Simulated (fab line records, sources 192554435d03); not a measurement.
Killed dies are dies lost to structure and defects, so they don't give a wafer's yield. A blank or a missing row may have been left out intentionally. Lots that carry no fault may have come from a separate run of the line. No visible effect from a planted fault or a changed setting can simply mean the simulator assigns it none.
Which of the tools did it? | flow n5_finfet | 12 lots with 36 wafers sampled at 4 steps, on a route of 1938 steps

## WHAT THE GAUGES READ, wafer by wafer
N5_BEOL_M4_THK_MEAS_53: measures by xrf.
lot  | measured     | on            | M4_THK (nm)
L075 | day 8 01:14  | film_metro-02 | 39.0 41.2 41.0
L077 | day 8 20:49  | film_metro-01 | 39.6 38.2 39.3
L079 | day 9 01:04  | film_metro-01 | 39.1 38.9 41.0
L081 | day 9 20:33  | film_metro-02 | 39.3 37.6 38.9
L083 | day 10 14:55 | film_metro-01 | 40.2 39.1 38.5
L085 | day 11 19:14 | film_metro-02 | 38.6 39.7 40.0
L087 | day 11 15:59 | film_metro-02 | 41.8 40.4 40.8
L089 | day 12 03:05 | film_metro-02 | 41.9 42.3 41.9
L092 | day 12 20:25 | film_metro-01 | 42.6 41.2 41.4
L093 | day 13 01:12 | film_metro-01 | 42.7 42.1 42.4
L095 | day 13 05:32 | film_metro-01 | 40.8 41.2 41.0
L097 | day 14 10:09 | film_metro-01 | 39.0 40.7 41.5

## WHAT TOOL EACH LOT RAN ON (gives the tool, then ch and the chambers of the sampled wafers, and finally the start)
lot  | N5_BEOL_M4_ETCH_77                 | N5_BEOL_M4_STRIP_97                           | N5_BEOL_M4_SPUTTER_92
L075 | rie_diel-02 ch 0,1,3, day 7 14:48  | rie_diel-02 ch 0,1,3, day 8 00:00 or earlier  | pvd_sputter-01, day 8 00:00
L077 | rie_diel-06 ch 0,2,3, day 8 03:04  | rie_diel-02 ch 0,2, day 8 19:33 or earlier    | pvd_sputter-02, day 8 19:33
L079 | rie_diel-01 ch 1,2, day 8 13:43    | rie_diel-06 ch 0,3, day 8 23:38 or earlier    | pvd_sputter-01, day 8 23:38
L081 | rie_diel-01 ch 0,1,2, day 9 08:46  | rie_diel-06 ch 2,3, day 9 19:19 or earlier    | pvd_sputter-01, day 9 19:19
L083 | rie_diel-01 ch 0,1, day 10 06:23   | rie_diel-06 ch 1,3, day 10 13:37 or earlier   | pvd_sputter-03, day 10 13:37
L085 | rie_diel-01 ch 1,3, day 10 19:58   | rie_diel-02 ch 0,1, day 11 18:01 or earlier   | pvd_sputter-01, day 11 18:01
L087 | rie_diel-02 ch 1,2, day 11 09:22   | rie_diel-01 ch 2,3, day 11 14:38 or earlier   | pvd_sputter-03, day 11 14:38
L089 | rie_diel-02 ch 0,3, day 11 17:55   | rie_diel-01 ch 2,3, day 12 01:20 or earlier   | pvd_sputter-02, day 12 01:20
L092 | rie_diel-06 ch 1,2,3, day 12 04:39 | rie_diel-01 ch 0,1,3, day 12 19:11 or earlier | pvd_sputter-01, day 12 19:11
L093 | rie_diel-01 ch 1,2,3, day 12 16:49 | rie_diel-06 ch 0,2,3, day 12 23:58 or earlier | pvd_sputter-03, day 12 23:58
L095 | rie_diel-02 ch 0,3, day 12 22:00   | rie_diel-01 ch 0,3, day 13 04:19 or earlier   | pvd_sputter-03, day 13 04:19
L097 | rie_diel-01 ch 2,3, day 14 03:31   | rie_diel-02 ch 0,1, day 14 08:55 or earlier   | pvd_sputter-02, day 14 08:55
- N5_BEOL_M4_ETCH_77: etches underlayer in N2/H2, target depth 6.5 nm, time 5.2 s.
- N5_BEOL_M4_STRIP_97: strips in N2/H2, time 10 s.
- N5_BEOL_M4_SPUTTER_92: material Cu, target thk 4.5 nm, time 8.29 s.

## THE ANSWER, worked out from the rows above alone
Rule: the usual values come from the lots themselves. The widest of any qualifying gaps counts: lots, ordered by their means at a reading, are off when they make up no more than a third of the lots, leave a main group of 4 or more, and stand apart from it by 3 or more times the standard deviation of that group's means. Not used: any main group whose means are identical at the precision the tables above print for the reading. Also off: a lot with no number at a reading for which 4 or more lots have one. Any other lot the step has rows for is counted as sound.
No lot is off on any of the readings shown, so nothing can be concluded from this.

## WHAT THE SIMULATOR HAD INSERTED
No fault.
